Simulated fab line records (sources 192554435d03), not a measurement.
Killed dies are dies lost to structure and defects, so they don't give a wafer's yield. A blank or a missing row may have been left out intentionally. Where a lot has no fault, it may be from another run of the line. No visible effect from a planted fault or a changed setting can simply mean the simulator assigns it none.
Which tool is to blame? + flow n5_finfet + 11 lots, 33 wafers sampled, at 3 steps of a route of 1938

## WHAT EACH GAUGE READ, for each wafer
N5_BEOL_M7_OVL_MEAS_29.
| lot  | measured     | on         | V6_OVL (nm)    |
|------|--------------|------------|----------------|
| L289 | day 9 08:01  | overlay-01 | -0.8 0.4 -0.4  |
| L288 | day 9 16:02  | overlay-02 | -1.3 -1.0 -0.7 |
| L291 | day 9 23:29  | overlay-01 | 0.3 -0.3 -0.2  |
| L294 | day 11 05:18 | overlay-02 | -1.2 -1.6 -1.7 |
| L298 | day 11 14:35 | overlay-02 | -0.5 0.0 -1.1  |
| L300 | day 12 10:48 | overlay-02 | 0.2 -0.7 0.0   |
| L302 | day 12 19:35 | overlay-02 | 10.1 10.4 10.3 |
| L303 | day 13 04:11 | overlay-02 | 9.4 10.0 9.3   |
| L305 | day 13 11:29 | overlay-02 | -1.0 -0.6 -0.2 |
| L306 | day 13 16:52 | overlay-01 | -1.3 -1.3 -1.0 |
| L309 | day 14 08:44 | overlay-01 | -0.6 -0.3 -0.4 |

## TOOL THAT RAN EACH LOT (tool first, then ch and the chambers of the sampled wafers, then the start)
| lot  | N5_BEOL_M7_STRIP_67                | N5_BEOL_M7_EXPOSE_25              |
|------|------------------------------------|-----------------------------------|
| L289 | rie_diel-05 ch 2,3, day 9 07:28    | euv_scanner-01 ch 0, day 9 07:52  |
| L288 | rie_diel-03 ch 2,3, day 9 14:02    | euv_scanner-02 ch 0, day 9 15:52  |
| L291 | rie_diel-06 ch 0,3, day 9 22:41    | euv_scanner-01 ch 0, day 9 23:20  |
| L294 | rie_diel-06 ch 0,1, day 11 04:31   | euv_scanner-01 ch 0, day 11 05:08 |
| L298 | rie_diel-03 ch 0,1, day 11 12:52   | euv_scanner-02 ch 0, day 11 14:26 |
| L300 | rie_diel-03 ch 2,3, day 12 10:05   | euv_scanner-01 ch 0, day 12 10:38 |
| L302 | rie_diel-05 ch 1,2,3, day 12 18:55 | euv_scanner-01 ch 0, day 12 19:25 |
| L303 | rie_diel-03 ch 0,1,3, day 13 01:10 | euv_scanner-01 ch 0, day 13 04:02 |
| L305 | rie_diel-05 ch 1,3, day 13 08:57   | euv_scanner-02 ch 0, day 13 11:20 |
| L306 | rie_diel-05 ch 0,1,3, day 13 13:31 | euv_scanner-02 ch 0, day 13 16:42 |
| L309 | rie_diel-05 ch 0,3, day 14 08:10   | euv_scanner-02 ch 0, day 14 08:34 |
- N5_BEOL_M7_STRIP_67: strips in CF4.
- N5_BEOL_M7_EXPOSE_25: exposes mask V6, target cd 40 nm.

## THE ANSWER, worked out from the rows above alone
Rule: usual is defined by the lots themselves. The widest of any qualifying gaps counts: lots, ordered by their means at a reading, are off when they make up no more than a third of the lots, leave a main group of 4 or more, and stand apart from it by 3 or more times the standard deviation of that group's means. The tables above print the reading to a certain number of digits; a main group whose means all agree to those digits is not used. A lot without any number at a reading at which 4 lots or more have one is off too. All remaining lots with rows at the step are treated as sound.
Off: L302, L303, seen at N5_BEOL_M7_OVL_MEAS_29 (V6_OVL). Main group: mean -0.6 nm, sd 0.46.
A tool fits if, at a process step before that reading, it ran every lot that is off, and no sound lot after the first of them. The gauges at N5_BEOL_M7_OVL_MEAS_29 are tried like those tools. One candidate fits, namely euv_scanner-01 at N5_BEOL_M7_EXPOSE_25. Its last sound lot is L300 (day 12 10:38), its first lot that is off L302 (day 12 19:25): a fault that began between those two fits.

## WHAT THE SIMULATOR HAD PUT IN
Scanner matching overlay: euv_scanner-01, from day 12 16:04 on, at N5_BEOL_M7_EXPOSE_25. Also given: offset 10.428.
Struck lots among those shown: L302, L303. The rule above found the same.
